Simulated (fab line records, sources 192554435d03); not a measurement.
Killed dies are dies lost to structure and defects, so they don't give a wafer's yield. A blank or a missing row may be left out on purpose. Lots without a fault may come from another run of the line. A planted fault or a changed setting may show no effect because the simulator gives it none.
Chamber matching | flow n5_finfet | N5_BEOL_M5_ETCH_75 on rie_diel-01: 4 sister chambers
The step etches underlayer in N2/H2, target depth 6.5 nm, time 5.2 s. 16 wafers are shown with their chamber, then 8 later ones without.

WAFERS WITH THEIR CHAMBER
wafer  | chamber | showerhead_plenum_p_Torr (Torr) | drypump_motor_current_A (A) | throttle_valve_pct (%)
L082.1 | 1       | 2.69                            | 5.8                         | 17.38
L082.2 | 0       | 2.56                            | 6.4                         | 17.65
L082.5 | 1       | 2.69                            | 5.8                         | 17.37
L085.3 | 0       | 2.55                            | 6.5                         | 17.65
L085.4 | 3       | 2.48                            | 5.4                         | 17.23
L085.5 | 0       | 2.55                            | 6.5                         | 17.63
L087.1 | 3       | 2.48                            | 5.4                         | 17.27
L087.2 | 1       | 2.69                            | 5.8                         | 17.39
L087.3 | 2       | 2.60                            | 5.7                         | 17.84
L089.1 | 3       | 2.47                            | 5.4                         | 17.25
L089.2 | 2       | 2.60                            | 5.8                         | 17.82
L089.3 | 0       | 2.55                            | 6.5                         | 17.66
L088.1 | 0       | 2.55                            | 6.5                         | 17.69
L088.4 | 2       | 2.60                            | 5.7                         | 17.87
L088.6 | 0       | 2.55                            | 6.4                         | 17.67
L090.3 | 2       | 2.60                            | 5.7                         | 17.85

SIGNATURES (means of the wafers above)
reading                  | chamber 0 | chamber 1 | chamber 2 | chamber 3 | scatter within a chamber
showerhead_plenum_p_Torr | 2.5517    | 2.6900    | 2.6000    | 2.4767    | 0.00354
drypump_motor_current_A  | 6.467     | 5.800     | 5.725     | 5.400     | 0.0417
throttle_valve_pct       | 17.6583   | 17.3800   | 17.8450   | 17.2500   | 0.0191
Rule: a wafer's distance from a chamber is the root of the sum, over the readings, of the square of ((its reading less the chamber's mean) divided by the reading's scatter). The wafer belongs to the nearest chamber; if the next one is less than 2 further off, it can't be placed. The scatter: the root of (the sum of the squares of (reading less its chamber's mean) over the shown wafers, divided by (wafers less chambers)).

WAFERS WITHOUT THEIR CHAMBER
wafer  | showerhead_plenum_p_Torr (Torr) | drypump_motor_current_A (A) | throttle_valve_pct (%)
L090.4 | 2.55                            | 6.5                         | 17.69
L090.6 | 2.55                            | 6.5                         | 17.67
L091.2 | 2.68                            | 5.8                         | 17.43
L091.4 | 2.54                            | 6.4                         | 17.69
L091.6 | 2.59                            | 5.7                         | 17.86
L097.1 | 2.46                            | 5.4                         | 17.31
L097.2 | 2.59                            | 5.7                         | 17.85
L097.3 | 2.54                            | 6.5                         | 17.73

WHICH CHAMBER EACH WENT THROUGH
wafer  | from the rows above | in truth
L090.4 | 0                   | 0
L090.6 | 0                   | 0
L091.2 | 1                   | 1
L091.4 | 0                   | 0
L091.6 | 2                   | 2
L097.1 | 3                   | 3
L097.2 | 2                   | 2
L097.3 | 0                   | 0
Placed correctly: 8 of 8. Can't be placed from these rows: 0. Placed wrongly: 0.
